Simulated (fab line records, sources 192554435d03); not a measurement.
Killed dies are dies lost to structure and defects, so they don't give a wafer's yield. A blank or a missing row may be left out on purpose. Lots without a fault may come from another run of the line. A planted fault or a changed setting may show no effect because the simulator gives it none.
Split-lot experiment | flow n5_finfet | 7 lots, 21 wafers read, on a route of 1938 steps

THE SPLIT
At N5_HKMG_FIN_ETCH_54 (etches SiARC in CF4, target depth 45.5 nm, time 75.8 s), the setting source_w was moved away from the recipe's 545 W on 8 of the 21 wafers read, by +4.7% to +11.5%. The other wafers ran this setting at the recipe's value.

The reading is taken at the split's own step.

THE READING
rf_vpp_V, in V, at N5_HKMG_FIN_ETCH_54 (etches SiARC in CF4, target depth 45.5 nm, time 75.8 s). Fault-free wafers of this fab line usually give 184.6 V, standard deviation 1.2 V.

wafer  | tool, chamber at the split | source_w as run, W | against the recipe | rf_vpp_V, V | against lot-mates on the recipe
L074.1 | rie_diel-04, 0             | 545                | recipe             | 184.0       | -
L074.2 | rie_diel-04, 1             | 596.9              | +9.5%              | 179.5       | -4.5
L074.3 | rie_diel-04, 3             | 596.9              | +9.5%              | 179.1       | -4.9
L079.2 | rie_diel-04, 1             | 545                | recipe             | 184.0       | -
L079.4 | rie_diel-04, 2             | 545                | recipe             | 185.3       | -
L079.6 | rie_diel-04, 0             | 545                | recipe             | 183.5       | -
L083.2 | rie_diel-04, 3             | 545                | recipe             | 185.3       | -
L083.3 | rie_diel-04, 0             | 570.6              | +4.7%              | 181.9       | -3.1
L083.4 | rie_diel-04, 1             | 545                | recipe             | 184.7       | -
L087.4 | rie_diel-01, 0             | 545                | recipe             | 185.4       | -
L087.5 | rie_diel-01, 1             | 604.6              | +10.9%             | 177.2       | -8.2
L087.6 | rie_diel-01, 0             | 604.6              | +10.9%             | 178.3       | -7.1
L092.1 | rie_diel-05, 0             | 545                | recipe             | 186.8       | -
L092.3 | rie_diel-05, 2             | 545                | recipe             | 185.0       | -
L092.4 | rie_diel-05, 1             | 545                | recipe             | 184.9       | -
L094.3 | rie_diel-01, 2             | 592.8              | +8.8%              | 178.9       | -5.7
L094.5 | rie_diel-01, 3             | 545                | recipe             | 183.1       | -
L094.6 | rie_diel-01, 0             | 545                | recipe             | 186.1       | -
L095.1 | rie_diel-01, 3             | 607.9              | +11.5%             | 177.9       | -8.2
L095.3 | rie_diel-01, 0             | 607.9              | +11.5%             | 178.6       | -7.5
L095.4 | rie_diel-01, 2             | 545                | recipe             | 186.1       | -

THE FIT
A straight line over all 21 wafers: rf_vpp_V changes by -0.617 V for each +1% of source_w; r = -0.96; the points scatter about the line by 0.92 V.
The same after taking each lot's own level away (the mean of its wafers on the recipe; 21 wafers): -0.642 V for each +1%; r = -0.97; scatter 0.88 V.
On that fit, the largest move of source_w shifts the reading by 7.4 V.
The lots' own levels span 184.00 to 186.10 V, that is 1.7 times the standard deviation above.
So the lot-to-lot level changes the slope little: the two slopes agree.
Check: with one of the wafers moved furthest among these (+11.5%) left out of the fit, the line predicts -7.22 V for it against its lot-mates. It came out at -8.2 V against them.
Tool readings at the split's step, against how far the setting was moved: rf_vpp_V r = -0.96.

OTHER SPLITS ON THESE WAFERS
These wafers also went through other splits before the reading. Each is held against what the fit with the lots' levels taken away leaves over:
other split on the same wafers | wafers away from the commonest value | r with rf_vpp_V (lot level and that fit taken away)
N5_HKMG_FIN_EXPOSE_46 dose_mj  | 5                                    | +0.64

THE FILE'S OWN FIT
rf_vpp_V changes by -0.642 V for each +1% of source_w, r = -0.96.
